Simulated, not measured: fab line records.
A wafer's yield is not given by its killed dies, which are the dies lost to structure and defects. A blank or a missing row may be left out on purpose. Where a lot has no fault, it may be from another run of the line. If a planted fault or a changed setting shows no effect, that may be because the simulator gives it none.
Split-lot experiment -- flow n5_finfet -- route with 1938 steps; 7 lots, 21 wafers read

## THE SPLIT ITSELF
At N5_BEOL_M8_COAT_05 (resist thk 90 nm), the setting spin_rpm was moved away from the recipe's 1500 rpm on 5 of the 21 wafers read, by -4.4% to +10.7%. The other wafers ran this setting at the recipe's value.

## FROM THE SPLIT ON TO THE READING: in between, the file shows 1 step
- N5_BEOL_M8_DEVELOP_10: develop time 30 s (also split here: develop_time_s)

## THE READING
CAR-ArF_of_BEOL_M8_COAT_05.thk_nm (the simulator's own value, which no gauge read), in nm, at N5_BEOL_M8_DESCUM_16 (chemistry O2, time 7.9 s). No usual value for it is given in the file. The 16 wafers here that ran the recipe average 83.6 nm, standard deviation 0.34 nm.

wafer,"tool, chamber at the split","spin_rpm as run, rpm",against the recipe,"CAR-ArF_of_BEOL_M8_COAT_05.thk_nm, nm",against lot-mates on the recipe
L083.3,"litho_track-04, 0",1500,recipe,83.8,-
L083.5,"litho_track-04, 0",1500,recipe,83.8,-
L083.4,"litho_track-04, 0",1500,recipe,83.6,-
L086.1,"litho_track-04, 0",1660,+10.7%,79.4,-4.3
L086.2,"litho_track-04, 0",1500,recipe,83.6,-
L086.5,"litho_track-04, 0",1500,recipe,83.8,-
L087.1,"litho_track-01, 0",1500,recipe,84,-
L087.2,"litho_track-01, 0",1500,recipe,83.8,-
L087.6,"litho_track-01, 0",1500,recipe,84.2,-
L090.2,"litho_track-05, 0",1597,+6.5%,80.4,-2.4
L090.3,"litho_track-05, 0",1597,+6.5%,80.4,-2.4
L090.6,"litho_track-05, 0",1500,recipe,82.8,-
L089.3,"litho_track-05, 0",1500,recipe,83.4,-
L089.5,"litho_track-05, 0",1434,-4.4%,85.4,+2.0
L089.6,"litho_track-05, 0",1434,-4.4%,85.4,+2.0
L092.1,"litho_track-04, 0",1500,recipe,83.2,-
L092.2,"litho_track-04, 0",1500,recipe,83.8,-
L092.5,"litho_track-04, 0",1500,recipe,83.6,-
L096.1,"litho_track-01, 0",1500,recipe,83.2,-
L096.3,"litho_track-01, 0",1500,recipe,83.4,-
L096.5,"litho_track-01, 0",1500,recipe,83.4,-

THE FIT
A straight line over all 21 wafers: CAR-ArF_of_BEOL_M8_COAT_05.thk_nm changes by -0.43 nm for each +1% of spin_rpm; r = -0.97; the points scatter about the line by 0.35 nm.
The same after taking each lot's own level away (the mean of its wafers on the recipe; 21 wafers): -0.403 nm for each +1%; r = -0.99; scatter 0.16 nm.
On that fit, the largest move of spin_rpm shifts the reading by 4.3 nm.
From 82.80 to 84.00 nm: that is the span of the lots' own levels, equal to 3.6 times the standard deviation above.
The two slopes agree, so the slope changes little with the lot-to-lot level.
Check: for one of the wafers moved furthest among these (+10.7%), held out of the fit, the line's prediction against its lot-mates is -4.21 nm. Against them it came out at -4.3 nm.

## THE OTHER SPLITS THESE WAFERS WENT THROUGH
Before the reading, these wafers also passed through other splits. Each is held against what the fit with the lots' levels taken away leaves over:
other split on the same wafers,wafers away from the commonest value,r with CAR-ArF_of_BEOL_M8_COAT_05.thk_nm (lot level and that fit taken away)
N5_BEOL_M7_VIA_ETCH_34 time_s,9,+0.02
N5_BEOL_M7_TRENCH_ETCH_37 bias_w,8,-0.21
N5_BEOL_M8_DEVELOP_10 develop_time_s,12,+0.10

## THE WHOLE CHAIN: every reading that the file lists as answering this split, in the file's order
step,what it does,reading,change (the file's fit),r (the file's)
N5_BEOL_M8_COAT_05,resist thk 90 nm,"CAR-ArF_of_BEOL_M8_COAT_05.thk_nm (the simulator's own value, which no gauge read)",-0.412 nm for each +1% of the setting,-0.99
N5_BEOL_M8_DESCUM_16,"chemistry O2, time 7.9 s","CAR-ArF_of_BEOL_M8_COAT_05.thk_nm (the simulator's own value, which no gauge read)",-0.401 nm for each +1% of the setting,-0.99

## THE FILE'S OWN FIT
CAR-ArF_of_BEOL_M8_COAT_05.thk_nm changes by -0.401 nm for each +1% of spin_rpm, r = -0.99.
